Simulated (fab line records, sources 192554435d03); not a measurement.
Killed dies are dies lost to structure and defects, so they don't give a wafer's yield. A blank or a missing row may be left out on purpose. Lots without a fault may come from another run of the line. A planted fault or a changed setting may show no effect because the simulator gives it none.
Chamber matching | flow n5_finfet | N5_HKMG_FIN_CVD_62 on thermal_cvd_si-01: 3 sister chambers
The step deposits a-Si from Si2H6, target thk 3 nm, time 20.8 s. 33 wafers are shown with their chamber, then 12 later ones without.

WAFERS WITH THEIR CHAMBER
wafer  | chamber | heater_power_w (W)
L075.2 | 1       | 1278
L075.4 | 0       | 1228
L075.5 | 1       | 1283
L077.1 | 2       | 1385
L077.4 | 1       | 1290
L077.6 | 2       | 1441
L079.1 | 2       | 1436
L079.2 | 1       | 1320
L079.3 | 0       | 1198
L079.4 | 0       | 1215
L079.5 | 1       | 1308
L079.6 | 2       | 1411
L081.1 | 0       | 1215
L081.2 | 1       | 1281
L081.4 | 2       | 1418
L083.1 | 0       | 1228
L083.2 | 2       | 1458
L083.3 | 1       | 1285
L083.4 | 0       | 1215
L083.5 | 1       | 1329
L083.6 | 2       | 1455
L085.1 | 1       | 1280
L085.2 | 2       | 1450
L085.6 | 2       | 1470
L087.2 | 1       | 1297
L087.4 | 1       | 1299
L087.6 | 2       | 1458
L089.1 | 0       | 1214
L089.2 | 1       | 1292
L089.3 | 2       | 1404
L091.1 | 2       | 1464
L091.2 | 1       | 1298
L091.3 | 0       | 1216

SIGNATURES (means of the wafers above)
reading        | chamber 0 | chamber 1 | chamber 2 | scatter within a chamber
heater_power_w | 1216.12   | 1295.38   | 1437.50   | 19.7
Rule: a wafer's distance from a chamber is the root of the sum, over the readings, of the square of ((its reading less the chamber's mean) divided by the reading's scatter). The wafer belongs to the nearest chamber; if the next one is less than 2 further off, it can't be placed. The scatter: the root of (the sum of the squares of (reading less its chamber's mean) over the shown wafers, divided by (wafers less chambers)).

WAFERS WITHOUT THEIR CHAMBER
wafer  | heater_power_w (W)
L091.4 | 1216
L091.5 | 1299
L091.6 | 1423
L093.1 | 1439
L093.4 | 1436
L093.5 | 1190
L095.4 | 1474
L095.5 | 1215
L095.6 | 1301
L097.3 | 1275
L097.4 | 1433
L097.5 | 1297

WHICH CHAMBER EACH WENT THROUGH
wafer  | from the rows above     | in truth
L091.4 | 0                       | 0
L091.5 | 1                       | 1
L091.6 | 2                       | 2
L093.1 | 2                       | 2
L093.4 | 2                       | 2
L093.5 | 0                       | 0
L095.4 | 2                       | 2
L095.5 | 0                       | 0
L095.6 | 1                       | 1
L097.3 | can't be placed: 1 or 0 | 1
L097.4 | 2                       | 2
L097.5 | 1                       | 1
Placed correctly: 11 of 12. Can't be placed from these rows: 1 (the true chamber is among the candidates in 1). Placed wrongly: 0.
